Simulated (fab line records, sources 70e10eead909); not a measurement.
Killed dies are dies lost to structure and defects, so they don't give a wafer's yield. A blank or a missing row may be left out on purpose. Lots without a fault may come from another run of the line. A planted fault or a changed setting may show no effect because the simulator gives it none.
One fault seen from 3 desks | flow nand_harc | each desk has only its own numbers; what lay behind them comes last

THE DEFECT DESK
What the inspections along the route counted, lot by lot: means of the sampled wafers that have a number. A lot is out of limits, marked OUT, if its mean lies more than 4 standard deviations from the usual mean; the brackets give that distance.
Columns: A = raw_defect_count at NHARC_P_STI_INSPECT_25, usual 236
lot  | first seen here | A
L390 | day 3 19:33     | 194
L391 | day 4 02:15     | 231
L392 | day 4 02:17     | 192
L393 | day 4 19:20     | 246
L394 | day 4 19:20     | 219
L395 | day 5 00:24     | 254
L396 | day 5 00:24     | 252
L398 | day 5 15:10     | 152
L400 | day 6 07:18     | 302
L402 | day 7 01:06     | 294
L403 | day 7 01:06     | 195
L407 | day 8 01:41     | 190
L408 | day 8 08:35     | 267
This desk's finding: nothing out of limits on any of the 13 lots.

THE TOOL OWNER'S DESK: rie_si-03
The tool's own readings at NHARC_P_GATE_ETCH_32 (etches the open film in HBr/Cl2, target depth 150 nm, time 100.1 s): means of the sampled wafers that have a number, for each lot that ran on this tool. A lot is out of limits, marked OUT, if its mean lies more than 4 standard deviations from the usual mean; the brackets give that distance.
Columns: A = drypump_motor_current_A at NHARC_P_GATE_ETCH_32, usual 5.6 A; B = mfc_cl2_sccm at NHARC_P_GATE_ETCH_32, usual 50.00 sccm; C = oes_product_au at NHARC_P_GATE_ETCH_32, usual 0.996 a.u.; D = throttle_valve_pct at NHARC_P_GATE_ETCH_32, usual 26.406 %
lot  | first seen here | A   | B     | C     | D
L390 | day 4 21:13     | 5.4 | 49.94 | 0.998 | 26.409
L393 | day 5 20:01     | 5.5 | 49.89 | 0.992 | 26.401
L396 | day 6 02:05     | 5.5 | 50.01 | 0.998 | 26.400
L398 | day 6 13:47     | 5.5 | 49.87 | 0.990 | 26.403
L400 | day 7 06:25     | 5.5 | 49.98 | 1.005 | 26.403
L403 | day 7 23:50     | 5.5 | 50.06 | 0.995 | 26.408
L407 | day 9 02:07     | 5.5 | 50.06 | 0.994 | 26.413
L408 | day 9 09:02     | 5.5 | 50.01 | 1.009 | 26.404
This desk's finding: nothing out of limits on any of the 8 lots.

THE METROLOGY DESK
What the gauges read, lot by lot, whatever tool the lot ran on: means of the sampled wafers that have a number. A lot is out of limits, marked OUT, if its mean lies more than 4 standard deviations from the usual mean; the brackets give that distance.
Columns: A = overlay_x_nm at NHARC_P_GATE_OVL_MEAS_27, usual 0.4 nm; B = overlay_y_nm at NHARC_P_GATE_OVL_MEAS_27, usual 0.3 nm
lot  | first seen here | A    | B
L390 | day 4 20:37     | 1.1  | 0.1
L391 | day 5 00:10     | -0.5 | 0.3
L392 | day 5 00:19     | -0.0 | 0.5
L394 | day 5 19:06     | 0.9  | 1.2
L393 | day 5 19:21     | 0.4  | 1.1
L395 | day 6 01:03     | 0.7  | -0.4
L396 | day 6 01:32     | 0.3  | 0.5
L398 | day 6 13:07     | 1.1  | 0.6
L400 | day 7 05:50     | 0.2  | 0.8
L402 | day 7 23:07     | -0.6 | 0.2
L403 | day 7 23:16     | -0.1 | -0.7
L407 | day 9 01:23     | 0.1  | -0.4
L408 | day 9 07:37     | 0.3  | -0.1
This desk's finding: nothing out of limits on any of the 13 lots.

PUT TOGETHER
The defect desk saw nothing out of limits.
The tool owner's desk saw nothing out of limits.
The metrology desk saw nothing out of limits.

WHAT THE SIMULATOR HAD PUT IN
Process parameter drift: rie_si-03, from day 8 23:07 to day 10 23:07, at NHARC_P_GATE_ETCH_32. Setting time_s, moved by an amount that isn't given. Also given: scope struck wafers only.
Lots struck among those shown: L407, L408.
